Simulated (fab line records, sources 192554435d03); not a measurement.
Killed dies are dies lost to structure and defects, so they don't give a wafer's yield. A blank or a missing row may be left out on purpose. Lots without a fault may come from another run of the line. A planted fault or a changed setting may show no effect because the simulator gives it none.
Which tool did it? | flow n5_finfet | 11 lots, 32 wafers sampled, at 3 steps of a route of 1938

WHAT THE GAUGES READ, wafer by wafer
N5_BEOL_M7_RS_MEAS_57: measures by four-point-probe.
lot  | measured     | on            | M7_RS (ohm/sq)
L433 | day 9 06:26  | film_metro-01 | 0.282 0.280
L434 | day 9 11:01  | film_metro-02 | 0.281 0.305 0.304
L437 | day 10 02:52 | film_metro-01 | 0.285 0.299 0.302
L440 | day 10 19:39 | film_metro-01 | 0.286 0.306 0.280
L442 | day 11 13:17 | film_metro-01 | 0.274 0.275 0.286
L444 | day 11 23:04 | film_metro-01 | 0.272 0.268 0.290
L446 | day 12 21:37 | film_metro-02 | 0.275 0.289 0.292
L447 | day 13 06:13 | film_metro-01 | 0.300 0.299 0.285
L448 | day 13 08:49 | film_metro-02 | 0.297 0.296 0.289
L454 | day 14 13:08 | film_metro-02 | 0.292 0.283 0.285
L456 | day 15 13:47 | film_metro-01 | 0.294 0.280 0.295

WHICH TOOL RAN EACH LOT (tool, then ch and the chambers of the sampled wafers, then the start)
lot  | N5_BEOL_M7_STRIP_80                           | N5_BEOL_M7_SPUTTER_48
L433 | rie_diel-01 ch 0, day 9 05:31 or earlier      | pvd_sputter-01, day 9 05:31
L434 | rie_diel-03 ch 1,2,3, day 9 10:05 or earlier  | pvd_sputter-01, day 9 10:05
L437 | rie_diel-03 ch 1,3, day 10 01:55 or earlier   | pvd_sputter-03, day 10 01:55
L440 | rie_diel-03 ch 0,2, day 10 18:31 or earlier   | pvd_sputter-01, day 10 18:31
L442 | rie_diel-04 ch 0,1, day 11 12:22 or earlier   | pvd_sputter-01, day 11 12:22
L444 | rie_diel-01 ch 2,3, day 11 21:58 or earlier   | pvd_sputter-03, day 11 21:58
L446 | rie_diel-04 ch 0,1,2, day 12 20:37 or earlier | pvd_sputter-01, day 12 20:37
L447 | rie_diel-01 ch 1,2,3, day 13 05:17 or earlier | pvd_sputter-03, day 13 05:17
L448 | rie_diel-03 ch 0,3, day 13 07:50 or earlier   | pvd_sputter-01, day 13 07:50
L454 | rie_diel-03 ch 1,2, day 14 12:05 or earlier   | pvd_sputter-03, day 14 12:05
L456 | rie_diel-01 ch 0,2,3, day 15 12:51 or earlier | pvd_sputter-01, day 15 12:51
- N5_BEOL_M7_STRIP_80: strips in N2/H2, time 10 s.
- N5_BEOL_M7_SPUTTER_48: material Cu, target thk 10 nm, time 1.667 s.

THE ANSWER, worked out from the rows above alone
Rule: what is usual is taken from the lots themselves. Put in order of their means at a reading, lots are off if they are a third of the lots or fewer, leave a main group of 4 or more, and stand apart from it by a gap of 3 or more times the standard deviation of the main group's means; of several such gaps the widest counts. A main group whose means are all the same, to the digits that the tables above print for the reading, isn't used. A lot without any number at a reading at which 4 lots or more have one is off too. The other lots that the step has rows for count as sound.
No lot is off at any reading shown: from this, nothing can be told.

WHAT THE SIMULATOR HAD PUT IN
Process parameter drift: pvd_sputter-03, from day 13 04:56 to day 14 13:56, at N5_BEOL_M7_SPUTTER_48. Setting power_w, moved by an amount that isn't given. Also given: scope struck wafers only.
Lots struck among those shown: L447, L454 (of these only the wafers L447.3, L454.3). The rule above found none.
